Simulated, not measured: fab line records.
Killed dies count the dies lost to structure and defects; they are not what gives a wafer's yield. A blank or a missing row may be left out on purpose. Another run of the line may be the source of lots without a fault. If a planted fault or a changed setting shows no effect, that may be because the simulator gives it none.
fab line records	flow nandHarc
record lots=24	wafers=72	lastDay=25
route steps=1159 shown P_ZERO_WELL@14 P_STI@92 P_CONTACT@236 P_M0@277
lots with no fault: from the same line, run without faults
startH: hours from the record's opening day to when the first of the lot's shown wafers began	waitH: hours elapsed since this lot's preceding step	" repeats the value in the row above	L1.1+2: one row covering several wafers at once	- no value, or no start given	* or withheld: withheld	< > ~ a bound
route shown NAME@n: NAME is a module with steps in the file, n the number in the route of the first one	usual: mean and standard deviation over wafers with no fault	same: alike in all rows	chamber/n: place in a boat	sites: readings site by site	_std_site: their standard deviation	_edge_site: outer sites' mean less inner sites'	radiusMm: for every site, how far away it sits from the centre of the wafer	mask NAME#n: copy n	behind: tool/chamber where the wafer was last shaped	hold: what put the lot on hold/how long, in hours/how the hold closed	device: names the non-switching transistor (n, p or np)	end of line: tests run on the same wafers once the route is complete	for a step that has no rows: nothing shown but its recipe	killed: the dies lost at the first sort to structure and to defects; this is not the yield of the wafer	map: shows each die of a wafer: x if killed, . if not, _ if none is there
set.NAME: the setting that was run; set.NAME@STEP: the one run at that earlier step	model.NAME: the simulator's own value behind a step, which no gauge read
a sample of lots followed through the steps of the route, with each step as a table and each wafer as a row
services: the hour from which a tool's chamber was out of use, counted from the record's first day as startH (under 0 if before that day), plus the number of hours and why
## steps
# step NHARC_P_ZERO_WELL_CD_MEAS_11
# recipe targetCdNm=500	landingEnergyEv=500
# usual cdNm=499.8/1.8
lot.wafer	tool	chamber	startH	waitH	cdNm
L074.1	cdSem-01	0	13.24	-	499.3
L074.2	"	0	"	"	496.0
L074.5	"	0	"	"	498.9
L075.1	cdSem-01	0	19.18	-	500.5
L075.3	"	0	"	"	502.3
L075.6	"	0	"	"	501.9
L076.2	cdSem-02	0	25.28	-	500.4
L076.3	"	0	"	"	499.8
L076.5	"	0	"	"	499.1
L077.2	cdSem-03	0	31.31	-	501.7
L077.3	"	0	"	"	500.1
L077.5	"	0	"	"	499.5
L078.2	cdSem-03	0	37.12	-	499.5
L078.3	"	0	"	"	499.9
L078.5	"	0	"	"	499.5
L079.3	cdSem-03	0	43.24	-	500.6
L079.4	"	0	"	"	497.8
L079.5	"	0	"	"	501.3
L080.1	cdSem-03	0	49.30	-	502.0
L080.4	"	0	"	"	500.6
L080.6	"	0	"	"	500.5
L081.1	cdSem-01	0	55.24	-	498.2
L081.5	"	0	"	"	496.2
L081.6	"	0	"	"	497.2
L082.2	cdSem-01	0	61.26	-	500.5
L082.4	"	0	"	"	503.0
L082.6	"	0	"	"	502.7
L083.1	cdSem-01	0	67.41	-	496.3
L083.3	"	0	"	"	497.8
L083.4	"	0	"	"	499.1
L084.1	cdSem-03	0	73.24	-	503.1
L084.2	"	0	"	"	502.7
L084.3	"	0	"	"	500.8
L085.1	cdSem-02	0	79.11	-	499.4
L085.3	"	0	"	"	503.1
L085.6	"	0	"	"	503.7
L086.3	cdSem-03	0	85.25	-	497.6
L086.4	"	0	"	"	500.5
L086.6	"	0	"	"	499.9
L087.4	cdSem-03	0	91.25	-	499.0
L087.5	"	0	"	"	497.8
L087.6	"	0	"	"	498.1
L088.1	cdSem-03	0	97.24	-	498.1
L088.3	"	0	"	"	498.9
L088.5	"	0	"	"	501.0
L089.2	cdSem-01	0	103.25	-	498.3
L089.4	"	0	"	"	500.5
L089.6	"	0	"	"	499.4
L090.1	cdSem-01	0	109.25	-	499.0
L090.3	"	0	"	"	498.4
L090.4	"	0	"	"	498.8
L091.2	cdSem-03	0	115.11	-	498.3
L091.3	"	0	"	"	497.4
L091.4	"	0	"	"	496.2
L092.3	cdSem-02	0	121.25	-	500.0
L092.4	"	0	"	"	502.5
L092.5	"	0	"	"	503.4
L093.2	cdSem-01	0	127.37	-	499.9
L093.4	"	0	"	"	499.8
L093.5	"	0	"	"	502.3
L094.1	cdSem-02	0	133.12	-	501.5
L094.2	"	0	"	"	501.3
L094.3	"	0	"	"	500.3
L095.3	cdSem-03	0	139.13	-	499.3
L095.4	"	0	"	"	502.1
L095.5	"	0	"	"	502.5
L096.3	cdSem-02	0	145.24	-	500.2
L096.4	"	0	"	"	500.1
L096.6	"	0	"	"	499.9
L097.3	cdSem-01	0	151.25	-	497.7
L097.5	"	0	"	"	497.3
L097.6	"	0	"	"	500.2
# step NHARC_P_ZERO_WELL_DESCUM_39
# recipe timeS=3	o2FlowSccm=200	arFlowSccm=0	biasPowerW=0	chemistry=O2
# usual drypumpMotorCurrentA=5.5/0.46	mfcArSccm=0.013/0.013	oesProductAu=1.006/0.012	rfVppV=57.8/0.89	showerheadPlenumPTorr=1.93/0.083	throttleValvePct=11.311/0.0087
lot.wafer	tool	chamber	startH	waitH	drypumpMotorCurrentA	mfcArSccm	oesProductAu	rfHoursCounterH	rfVppV	showerheadPlenumPTorr	throttleValvePct
L074.2	rieDiel-07	3	16.30	-	5.2	0.018	1.004	8.7	59.0	1.82	11.319
L074.1	"	0	"	"	5.1	0	1.010	9.3	57.6	2.00	11.329
L074.5	"	3	"	"	5.2	0.018	1.007	-	58.6	1.82	11.313
L075.1	rieDiel-01	1	22.48	-	6.5	0.022	1.014	3.9	58.0	1.94	11.307
L075.3	"	2	"	"	5.1	0.008	1.003	3.9	57.0	1.79	11.315
L075.6	"	1	"	"	6.5	0.022	1.014	-	57.8	1.94	11.294
L076.2	rieDiel-01	1	28.29	-	6.5	0.022	1.035	4.4	57.7	1.94	11.314
L076.3	"	2	"	"	5.2	0.008	1.013	4.4	56.6	1.79	11.310
L076.5	"	2	"	"	5.2	0.008	1.013	-	56.8	1.79	11.304
L077.3	rieDiel-07	3	34.37	-	5.2	0.018	1.004	10.4	56.5	1.82	11.303
L077.2	"	1	"	"	5.4	0	1.008	9.5	56.8	1.95	11.305
L077.5	"	1	"	"	5.4	0	1.009	-	56.7	1.95	11.294
L078.2	rieDiel-01	2	40.30	-	5.2	0.008	0.998	5.1	57.1	1.79	11.302
L078.3	"	0	"	"	5.8	0	0.992	4.4	56.9	1.86	11.295
L078.5	"	2	"	"	5.2	0.008	0.994	-	55.7	1.79	11.305
L079.4	rieDiel-07	2	46.36	-	5.4	0.038	1.018	11.0	59.8	1.97	11.314
L079.3	"	0	"	"	5.1	0	1.007	10.3	56.9	2.00	11.317
L079.5	"	3	"	"	5.2	0.018	0.998	-	58.0	1.82	11.305
L080.4	rieDiel-01	0	53.03	-	5.8	0	1.004	4.7	57.8	1.86	11.320
L080.1	"	3	"	"	5.9	0.003	1.018	5.3	58.7	2.04	11.310
L080.6	"	0	"	"	5.9	0	0.993	-	58.0	1.86	11.317
L081.1	rieDiel-01	2	58.20	-	5.2	0.008	1.009	5.9	57.4	1.79	11.299
L081.6	"	3	"	"	5.9	0.003	1.016	-	58.4	2.04	11.315
L081.5	"	2	"	"	5.2	0.008	1.004	-	57.3	1.79	11.297
L082.2	rieDiel-03	3	64.43	-	6.3	0.026	0.990	2.1	58.2	2.03	11.305
L082.4	"	0	"	"	5.3	0.019	1.009	1.7	58.1	1.91	11.313
L082.6	"	3	"	"	6.3	0.026	0.982	-	59.2	2.03	11.311
L083.3	rieDiel-03	0	70.56	-	5.3	0.019	1.017	2.0	57.6	1.91	11.304
L083.1	"	3	"	"	6.3	0.026	0.989	2.4	57.9	2.03	11.308
L083.4	"	0	"	"	5.3	0.019	1.016	-	57.6	1.91	11.319
L084.1	rieDiel-07	1	76.44	-	5.4	0	0.993	1.2	58.5	1.95	11.318
L084.2	"	2	"	"	5.4	0.038	0.993	1.3	56.8	1.97	11.317
L084.3	"	3	"	"	5.2	0.018	1.005	1.3	57.5	1.82	11.307
L085.3	rieDiel-01	0	82.06	-	5.9	0	0.993	8.1	55.6	1.86	11.307
L085.1	"	3	"	"	5.9	0.003	1.022	8.7	57.8	2.04	11.319
L085.6	"	2	"	"	5.2	0.008	1.014	-	57.4	1.79	11.306
L086.3	rieDiel-07	1	88.42	-	5.4	0	1.003	1.7	59.2	1.95	11.316
L086.4	"	2	"	"	5.4	0.038	0.990	1.7	57.6	1.97	11.308
L086.6	"	3	"	"	5.2	0.018	1.001	-	56.9	1.82	11.315
L087.4	rieDiel-03	3	94.28	-	6.3	0.026	0.980	3.7	57.4	2.03	11.309
L087.6	"	3	"	"	6.3	0.026	0.990	-	58.3	2.03	11.309
L087.5	"	0	"	"	5.3	0.019	1.009	-	57.0	1.91	11.315
L088.1	rieDiel-01	2	100.41	-	5.2	0.008	1.017	10.3	57.6	1.79	11.305
L088.3	"	3	"	"	5.9	0.003	1.013	10.0	58.4	2.04	11.314
L088.5	"	0	"	"	5.8	0	1.000	-	57.5	1.86	11.303
L089.2	rieDiel-03	3	106.28	-	6.4	0.026	0.994	5.0	57.3	2.03	11.312
L089.4	"	2	"	"	6.6	0.026	0.993	4.7	56.9	1.79	11.299
L089.6	"	3	"	"	6.3	0.026	0.987	-	59.4	2.03	11.306
L090.4	rieDiel-07	2	112.41	-	5.4	0.038	0.992	4.0	58.0	1.97	11.304
L090.3	"	3	"	"	5.2	0.018	0.998	4.4	58.0	1.82	11.318
L090.1	"	0	"	"	5.1	0	1.026	4.8	58.4	2.00	11.319
L091.4	rieDiel-07	0	118.13	-	5.1	0	1.027	5.0	57.6	2.00	11.310
L091.3	"	1	"	"	5.4	0	1.017	4.5	56.8	1.95	11.316
L091.2	"	2	"	"	5.4	0.038	0.998	4.2	58.2	1.97	11.313
L092.3	rieDiel-07	2	124.28	-	5.4	0.038	0.999	4.5	58.6	1.97	11.308
L092.4	"	3	"	"	5.2	0.018	1.012	4.9	58.0	1.82	11.312
L092.5	"	2	"	"	5.4	0.038	1.004	-	58.6	1.97	11.302
L093.2	rieDiel-07	1	130.41	-	5.4	0	1.011	5.1	58.0	1.95	11.303
L093.4	"	3	"	"	5.2	0.018	1.022	5.1	57.5	1.82	11.306
L093.5	"	1	"	"	5.4	0	1.010	-	57.7	1.95	11.320
L094.3	rieDiel-07	2	136.31	-	5.4	0.038	0.992	5.1	58.5	1.97	11.319
L094.2	"	3	"	"	5.2	0.018	1.000	5.7	57.9	1.82	11.311
L094.1	"	0	"	"	5.0	0	1.021	5.9	59.9	2.00	11.320
L095.3	rieDiel-07	0	142.13	-	5.1	0	1.009	6.2	59.1	2.00	11.319
L095.4	"	1	"	"	5.4	0	1.003	5.7	57.8	1.95	11.320
L095.5	"	1	"	"	5.4	0	1.008	-	57.7	1.95	11.314
L096.3	rieDiel-01	3	148.27	-	5.9	0.003	0.996	0	59.2	2.04	11.297
L096.4	"	3	"	"	5.9	0.003	0.996	-	57.1	2.04	11.314
L096.6	"	1	"	"	6.5	0.022	1.002	-	59.0	1.94	11.294
L097.3	rieDiel-07	1	154.44	-	5.4	0	1.022	6.3	58.6	1.94	11.302
L097.6	"	0	"	"	5.1	0	1.017	-	57.7	2.00	11.321
L097.5	"	1	"	"	5.4	0	1.002	-	56.5	1.94	11.327
# step NHARC_P_STI_OCD_MEAS_17
# usual trenchDepthNm=300/4.4	trenchFootCdNm=159.1/2.9
lot.wafer	tool	chamber	startH	waitH	trenchDepthNm	trenchFootCdNm
L074.1	ocd-02	-	40.24	0.1	301	157.9
L074.2	"	-	"	"	295	157.7
L074.5	"	-	"	"	301	156.9
L075.1	ocd-01	-	40.42	0.1	308	161.8
L075.3	"	-	"	"	305	159.0
L075.6	"	-	"	"	306	157.4
L076.2	ocd-01	-	52.50	0.1	299	158.3
L076.3	"	-	"	"	300	155.1
L076.5	"	-	"	"	307	154.0
L077.2	ocd-02	-	52.60	0.1	294	158.0
L077.3	"	-	"	"	303	157.4
L077.5	"	-	"	"	300	159.7
L078.2	ocd-01	-	60.77	0.1	297	159.8
L078.3	"	-	"	"	304	162.2
L078.5	"	-	"	"	303	160.9
L079.3	ocd-01	-	65.73	0.1	293	156.5
L079.4	"	-	"	"	300	153.9
L079.5	"	-	"	"	303	156.1
L080.1	ocd-01	-	72.98	0.1	298	163.0
L080.4	"	-	"	"	304	158.2
L080.6	"	-	"	"	297	158.2
L081.1	ocd-01	-	79.99	0.1	298	159.7
L081.5	"	-	"	"	299	165.2
L081.6	"	-	"	"	300	162.9
L082.2	ocd-01	-	84.59	0.1	298	162.8
L082.4	"	-	"	"	308	159.2
L082.6	"	-	"	"	301	158.3
L083.1	ocd-02	-	92.35	0.1	301	158.3
L083.3	"	-	"	"	299	160.6
L083.4	"	-	"	"	306	155.0
L084.1	ocd-01	-	92.51	0.1	298	160.3
L084.2	"	-	"	"	295	162.1
L084.3	"	-	"	"	296	162.8
L085.1	ocd-01	-	101.35	0.1	299	161.8
L085.3	"	-	"	"	302	161.7
L085.6	"	-	"	"	303	163.0
L086.3	ocd-02	-	109.49	0.1	301	157.6
L086.4	"	-	"	"	301	159.2
L086.6	"	-	"	"	298	163.7
L087.4	ocd-02	-	116.63	0.1	296	158.0
L087.5	"	-	"	"	295	159.7
L087.6	"	-	"	"	300	157.9
L088.1	ocd-01	-	116.78	0.1	306	158.3
L088.3	"	-	"	"	304	156.7
L088.5	"	-	"	"	306	158.4
L089.2	ocd-02	-	126.38	0.1	297	156.1
L089.4	"	-	"	"	296	155.4
L089.6	"	-	"	"	296	157.4
L090.1	ocd-02	-	134.31	0.1	294	161.4
L090.3	"	-	"	"	300	160.1
L090.4	"	-	"	"	299	159.3
L091.2	ocd-01	-	134.49	0.1	305	156.2
L091.3	"	-	"	"	293	159.2
L091.4	"	-	"	"	295	162.4
L092.3	ocd-02	-	150.19	0.1	293	165.7
L092.4	"	-	"	"	303	164.4
L092.5	"	-	"	"	297	162.9
L093.2	ocd-02	-	150.38	0.1	294	158.8
L093.4	"	-	"	"	300	159.7
L093.5	"	-	"	"	294	160.6
L094.1	ocd-01	-	158.21	0.1	302	156.1
L094.2	"	-	"	"	310	157.5
L094.3	"	-	"	"	301	158.5
L095.3	ocd-01	-	164.67	0.1	299	157.0
L095.4	"	-	"	"	306	153.9
L095.5	"	-	"	"	295	157.4
L096.3	ocd-02	-	164.83	0.1	294	152.1
L096.4	"	-	"	"	298	152.5
L096.6	"	-	"	"	295	157.2
L097.3	ocd-02	-	175.48	0.1	295	165.3
L097.5	"	-	"	"	309	156.3
L097.6	"	-	"	"	299	160.1
# step NHARC_P_CONTACT_ETCH_35
# recipe targetDepthA=390	overEtchFrac=0.3	timeS=65	ionEnergyEv=80	cf4FlowSccm=150	arFlowSccm=0	rfW=300	biasW=100	chemistry=CF4
# usual drypumpMotorCurrentA=5.9/0.45	mfcArSccm=0.007/0.014	oesProductAu=0.999/0.0086	rfVppV=151.2/1.3	showerheadPlenumPTorr=1.77/0.09	throttleValvePct=13.285/0.0091
lot.wafer	tool	chamber	startH	waitH	drypumpMotorCurrentA	mfcArSccm	oesProductAu	rfHoursCounterH	rfVppV	showerheadPlenumPTorr	throttleValvePct
L074.1	rieDiel-02	1	112.97	0.1	6.1	0	1.016	14	152.2	1.89	13.290
L074.2	"	3	"	"	6.1	0	0.996	14	151.3	1.81	13.274
L074.5	"	1	"	"	6.1	0	1.005	-	152.7	1.89	13.275
L075.3	rieDiel-02	0	114.17	0.1	5.8	0	1.003	14	153.6	1.89	13.271
L075.1	"	2	"	"	5.9	0.044	1.005	13	149.8	1.73	13.290
L075.6	"	0	"	"	5.8	0	1.004	-	153.4	1.89	13.280
L077.2	rieDiel-04	0	128.59	0.1	6.6	0.012	0.997	1	149.2	1.65	13.278
L077.3	"	2	"	"	5.9	0	0.995	1	150.3	1.66	13.286
L077.5	"	0	"	"	6.6	0.012	0.985	-	149.4	1.65	13.281
L078.3	rieDiel-12	3	129.52	0.1	5.8	0	0.994	35	152.6	1.85	13.285
L078.2	"	0	"	"	5.8	0	0.979	34	152.8	1.83	13.263
L078.5	"	3	"	"	5.8	0	0.999	-	152.5	1.85	13.300
L076.2	rieDiel-04	3	133.32	0.1	5.1	0.008	1.009	1	150.2	1.70	13.288
L076.3	"	1	"	"	5.2	0	1.027	0	150.6	1.78	13.275
L076.5	"	0	"	"	6.6	0.012	0.998	-	150.4	1.66	13.275
L079.3	rieDiel-02	1	142.42	0.1	6.1	0	0.992	18	152.3	1.89	13.278
L079.4	"	2	"	"	5.9	0.044	1.005	-	150.2	1.73	13.294
L079.5	"	0	"	"	5.7	0	0.983	-	152.0	1.89	13.283
L080.1	rieDiel-02	0	143.51	0.1	5.8	0	0.985	18	153.1	1.89	13.287
L080.6	"	2	"	"	5.9	0.044	1.018	-	149.7	1.73	13.273
L080.4	"	0	"	"	5.7	0	0.989	-	153.6	1.89	13.278
L081.1	rieDiel-04	0	152.33	0.1	6.6	0.012	0.989	3	150.8	1.65	13.272
L081.6	"	1	"	"	5.2	0	1.005	-	152.4	1.78	13.279
L081.5	"	2	"	"	5.8	0	1.007	-	149.5	1.66	13.285
L082.2	rieDiel-12	1	158.16	0.1	6.5	0.008	0.987	42	149.6	1.66	13.290
L082.4	"	2	"	"	6.7	0	0.999	39	153.0	1.86	13.283
L082.6	"	3	"	"	5.8	0	0.993	-	151.4	1.85	13.308
L083.4	rieDiel-04	1	168.16	0.1	5.2	0	1.000	4	151.2	1.78	13.306
L083.1	"	3	"	"	5.1	0.008	1.003	5	150.2	1.70	13.300
L083.3	"	0	"	"	6.6	0.012	0.980	5	148.9	1.65	13.280
L084.3	rieDiel-02	0	169.04	0.1	5.8	0	1.005	1	152.3	1.89	13.286
L084.1	"	1	"	"	6.1	0	0.990	1	153.0	1.89	13.284
L084.2	"	2	"	"	5.9	0.044	0.991	1	151.2	1.73	13.288
L085.3	rieDiel-04	1	177.55	0.1	5.2	0	0.996	4	152.2	1.78	13.284
L085.1	"	3	"	"	5.1	0.008	1.007	5	150.3	1.70	13.284
L085.6	"	1	"	"	5.2	0	1.013	-	152.6	1.78	13.278
L086.4	rieDiel-04	3	190.68	0.1	5.1	0.008	1.009	7	150.0	1.70	13.286
L086.3	"	2	"	"	5.8	0	0.997	7	149.6	1.66	13.291
L086.6	"	3	"	"	5.1	0.008	0.995	-	150.4	1.70	13.293
L088.1	rieDiel-12	2	191.87	0.1	6.7	0	1.008	53	152.4	1.86	13.295
L088.3	"	1	"	"	6.5	0.008	0.998	55	149.9	1.66	13.292
L088.5	"	2	"	"	6.7	0	1.005	-	152.1	1.86	13.291
L087.4	rieDiel-02	1	193.11	0.1	6.1	0	0.994	3	152.8	1.89	13.274
L087.5	"	3	"	"	6.1	0	0.997	-	152.2	1.80	13.270
L087.6	"	0	"	"	5.7	0	0.997	-	153.0	1.89	13.288
L089.2	rieDiel-02	0	204.10	0.1	5.7	0	1.001	4	152.2	1.89	13.278
L089.4	"	3	"	"	6.1	0	1.004	5	150.9	1.80	13.268
L089.6	"	0	"	"	5.8	0	1.013	-	153.1	1.89	13.289
L091.3	rieDiel-02	0	206.69	0.1	5.8	0	1.007	5	151.8	1.89	13.284
L091.2	"	1	"	"	6.1	0	0.995	5	153.0	1.89	13.292
L091.4	"	3	"	"	6.1	0	1.000	5	152.4	1.80	13.284
L090.1	rieDiel-04	3	206.98	0.1	5.1	0.008	0.990	8	149.9	1.69	13.299
L090.3	"	1	"	"	5.2	0	1.006	7	151.7	1.78	13.279
L090.4	"	3	"	"	5.1	0.008	0.991	-	151.7	1.70	13.286
L093.4	rieDiel-02	3	224.31	0.1	6.1	0	1.009	7	151.1	1.80	13.282
L093.2	"	0	"	"	5.7	0	1.004	6	151.4	1.89	13.281
L093.5	"	1	"	"	6.1	0	0.995	-	152.3	1.89	13.278
L092.4	rieDiel-04	2	224.50	0.1	5.8	0	0.990	9	149.3	1.66	13.280
L092.3	"	1	"	"	5.2	0	0.995	8	152.7	1.78	13.290
L092.5	"	2	"	"	5.9	0	0.997	-	151.0	1.66	13.283
L094.1	rieDiel-02	0	229.16	0.1	5.7	0	1.011	7	151.7	1.89	13.297
L094.2	"	1	"	"	6.1	0	0.994	7	153.4	1.89	13.294
L094.3	"	2	"	"	5.9	0.044	0.994	7	150.3	1.73	13.291
L095.3	rieDiel-04	3	235.64	0.1	5.1	0.008	1.001	9	149.6	1.70	13.274
L095.4	"	1	"	"	5.2	0	1.008	9	150.3	1.78	13.302
L095.5	"	3	"	"	5.1	0.008	0.996	-	149.4	1.69	13.300
L096.3	rieDiel-02	3	236.36	0.1	6.1	0	1.006	8	151.9	1.80	13.274
L096.4	"	0	"	"	5.8	0	1.012	8	151.2	1.89	13.283
L096.6	"	3	"	"	6.1	0	1.008	-	151.5	1.80	13.282
L097.3	rieDiel-04	1	248.17	0.1	5.2	0	1.004	10	151.7	1.78	13.288
L097.6	"	0	"	"	6.6	0.012	0.979	-	149.5	1.65	13.298
L097.5	"	1	"	"	5.2	0	1.011	-	150.5	1.78	13.282
# step NHARC_P_CONTACT_PVD_32
# recipe targetThkA=50	chamberPressurePa=5	powerW=5000	substrateTempC=200	timeS=17.7	material=Ti
# usual throttleValvePct=29.3/1.2
lot.wafer	tool	chamber	startH	waitH	throttleValvePct
L074.1	pvdSputter-01	-	-	-	30.9
L074.2	"	-	"	"	29.1
L074.5	"	-	"	"	30.7
L075.3	pvdSputter-01	-	-	-	29.0
L075.1	"	-	"	"	29.1
L075.6	"	-	"	"	28.9
L077.2	pvdSputter-02	-	-	-	29.7
L077.3	"	-	"	"	27.9
L077.5	"	-	"	"	29.5
L078.2	pvdSputter-03	-	-	-	26.5
L078.3	"	-	"	"	29.8
L078.5	"	-	"	"	26.5
L076.2	pvdSputter-01	-	-	-	28.9
L076.3	"	-	"	"	30.5
L076.5	"	-	"	"	30.9
L079.3	pvdSputter-03	-	-	-	26.7
L079.4	"	-	"	"	29.3
L079.5	"	-	"	"	29.3
L080.4	pvdSputter-03	-	-	-	26.7
L080.1	"	-	"	"	30.3
L080.6	"	-	"	"	29.2
L081.1	pvdSputter-01	-	-	-	30.7
L081.6	"	-	"	"	28.9
L081.5	"	-	"	"	29.2
L082.4	pvdSputter-02	-	-	-	29.3
L082.2	"	-	"	"	29.5
L082.6	"	-	"	"	29.3
L083.3	pvdSputter-01	-	-	-	30.9
L083.1	"	-	"	"	29.1
L083.4	"	-	"	"	29.1
L084.2	pvdSputter-03	-	-	-	29.1
L084.3	"	-	"	"	29.9
L084.1	"	-	"	"	29.5
L085.3	pvdSputter-03	-	-	-	30.2
L085.1	"	-	"	"	26.6
L085.6	"	-	"	"	30.1
L086.4	pvdSputter-01	-	-	-	29.5
L086.3	"	-	"	"	29.6
L086.6	"	-	"	"	29.0
L088.1	pvdSputter-02	-	-	-	29.5
L088.3	"	-	"	"	29.2
L088.5	"	-	"	"	29.8
L087.4	pvdSputter-02	-	-	-	27.8
L087.5	"	-	"	"	29.7
L087.6	"	-	"	"	29.3
L089.2	pvdSputter-01	-	-	-	29.3
L089.4	"	-	"	"	29.7
L089.6	"	-	"	"	29.0
L091.3	pvdSputter-03	-	-	-	29.9
L091.2	"	-	"	"	29.3
L091.4	"	-	"	"	26.9
L090.1	pvdSputter-02	-	-	-	30.0
L090.3	"	-	"	"	29.7
L090.4	"	-	"	"	29.6
L093.4	pvdSputter-02	-	-	-	29.7
L093.2	"	-	"	"	30.4
L093.5	"	-	"	"	27.5
L092.4	pvdSputter-03	-	-	-	29.4
L092.3	"	-	"	"	29.3
L092.5	"	-	"	"	29.3
L094.2	pvdSputter-03	-	-	-	29.2
L094.3	"	-	"	"	29.4
L094.1	"	-	"	"	26.4
L095.3	pvdSputter-03	-	-	-	29.9
L095.4	"	-	"	"	29.1
L095.5	"	-	"	"	26.5
L096.4	pvdSputter-02	-	-	-	27.4
L096.3	"	-	"	"	30.9
L096.6	"	-	"	"	30.6
L097.3	pvdSputter-01	-	-	-	29.6
L097.5	"	-	"	"	29.4
L097.6	"	-	"	"	29.2
# step NHARC_P_M0_ANNEAL_30
# recipe tempC=225	timeS=90
# usual annealTempC=224.97/0.14	wafer_temp_C_max=226.0/0.5
lot.wafer	tool	chamber	startH	waitH	annealTempC	wafer_temp_C_max
L074.1	rtpAnneal-01	0	127.74	0.3	225.05	225.6
L074.2	"	0	"	"	225.42	225.7
L074.5	"	0	"	"	225.09	225.7
L075.1	rtpAnneal-02	0	131.19	-	224.99	226.0
L075.3	"	0	"	"	224.83	226.3
L075.6	"	0	"	"	224.92	226.2
L077.2	rtpAnneal-01	0	134.62	0.3	224.97	225.5
L077.3	"	0	"	"	224.78	225.8
L077.5	"	0	"	"	224.82	225.6
L078.2	rtpAnneal-01	0	135.72	0.3	225.07	225.4
L078.3	"	0	"	"	225.22	225.2
L078.5	"	0	"	"	224.96	225.6
L076.2	rtpAnneal-01	0	142.18	0.3	225.20	225.6
L076.3	"	0	"	"	225.18	225.7
L076.5	"	0	"	"	224.92	225.7
L079.3	rtpAnneal-02	0	148.28	0.3	224.83	226.7
L079.4	"	0	"	"	224.96	226.5
L079.5	"	0	"	"	224.92	226.8
L080.1	rtpAnneal-02	0	153.94	-	225.03	226.6
L080.4	"	0	"	"	225.19	226.4
L080.6	"	0	"	"	225.05	226.2
L081.1	rtpAnneal-01	0	159.14	0.3	225.19	225.4
L081.5	"	0	"	"	225.17	225.3
L081.6	"	0	"	"	225.10	225.3
L082.2	rtpAnneal-01	0	168.76	0.4	224.92	225.7
L082.4	"	0	"	"	224.97	225.9
L082.6	"	0	"	"	224.83	225.4
L083.1	rtpAnneal-01	0	174.05	-	224.90	225.9
L083.3	"	0	"	"	224.95	225.7
L083.4	"	0	"	"	224.98	225.5
L084.1	rtpAnneal-01	0	174.82	0.3	224.84	225.3
L084.2	"	0	"	"	224.91	225.5
L084.3	"	0	"	"	224.89	225.5
L085.1	rtpAnneal-02	0	187.48	-	224.98	226.1
L085.3	"	0	"	"	224.93	226.3
L085.6	"	0	"	"	225.10	226.7
L086.3	rtpAnneal-01	0	198.86	0.3	225.11	225.8
L086.4	"	0	"	"	225.18	225.8
L086.6	"	0	"	"	224.88	225.6
L088.1	rtpAnneal-02	0	199.43	-	225.20	226.0
L088.3	"	0	"	"	225.02	226.2
L088.5	"	0	"	"	224.78	226.2
L087.4	rtpAnneal-01	0	200.18	-	225.03	225.8
L087.5	"	0	"	"	225.27	226.0
L087.6	"	0	"	"	224.98	226.3
L089.2	rtpAnneal-02	0	216.07	-	224.84	225.8
L089.4	"	0	"	"	224.93	226.4
L089.6	"	0	"	"	224.98	226.5
L091.2	rtpAnneal-02	0	216.76	-	225.09	226.5
L091.3	"	0	"	"	225.15	226.3
L091.4	"	0	"	"	225.01	226.3
L090.1	rtpAnneal-02	0	217.25	0.3	224.92	226.7
L090.3	"	0	"	"	224.83	226.4
L090.4	"	0	"	"	224.94	226.7
L093.2	rtpAnneal-01	0	233.04	-	224.85	225.9
L093.4	"	0	"	"	224.96	225.4
L093.5	"	0	"	"	224.79	225.5
L092.3	rtpAnneal-02	0	233.49	0.4	225.07	226.0
L092.4	"	0	"	"	225.12	226.4
L092.5	"	0	"	"	225.24	226.6
L094.1	rtpAnneal-01	0	234.85	-	224.75	225.3
L094.2	"	0	"	"	225.01	225.2
L094.3	"	0	"	"	224.59	225.4
L095.3	rtpAnneal-01	0	242.47	-	224.80	225.6
L095.4	"	0	"	"	224.88	225.5
L095.5	"	0	"	"	225.01	225.5
L096.3	rtpAnneal-02	0	242.62	-	225.04	226.5
L096.4	"	0	"	"	224.82	226.5
L096.6	"	0	"	"	224.77	226.8
L097.3	rtpAnneal-01	0	258.86	0.3	224.94	225.7
L097.5	"	0	"	"	225.10	225.3
L097.6	"	0	"	"	224.67	225.7
## services
tool	chamber	startH	hours	kind
rieDiel-01	1	-3.50	6.5	repair
rieDiel-07	2	10.92	7.8	repair
rieDiel-02	3	11.32	3.4	repair
rieDiel-01	0	19.28	3.9	repair
rieDiel-07	0	24.71	21.0	repair
rieDiel-04	3	25.24	4.4	repair
rieDiel-07	1	37.60	2.2	repair
rieDiel-07	3	49.39	1.6	repair
rieDiel-07	-	51.20	9.0	pm
rieDiel-01	1	53.12	51.3	repair
rieDiel-04	3	58.41	10.8	repair
pvdSputter-03	-	99.65	5.1	repair
pvdSputter-03	-	104.78	10.0	pm
rieDiel-04	-	111.90	9.0	pm
rieDiel-02	3	137.39	12.3	repair
rieDiel-01	-	138.14	9.0	pm
rieDiel-02	-	150.70	9.0	pm
pvdSputter-01	-	158.00	10.0	pm
pvdSputter-03	-	158.16	9.6	repair
pvdSputter-01	-	193.70	1.8	repair
rieDiel-04	0	205.54	2.6	repair
pvdSputter-03	-	212.05	2.9	repair
rieDiel-07	-	228.20	9.0	pm
pvdSputter-01	-	244.65	1.8	repair
## key
fault none
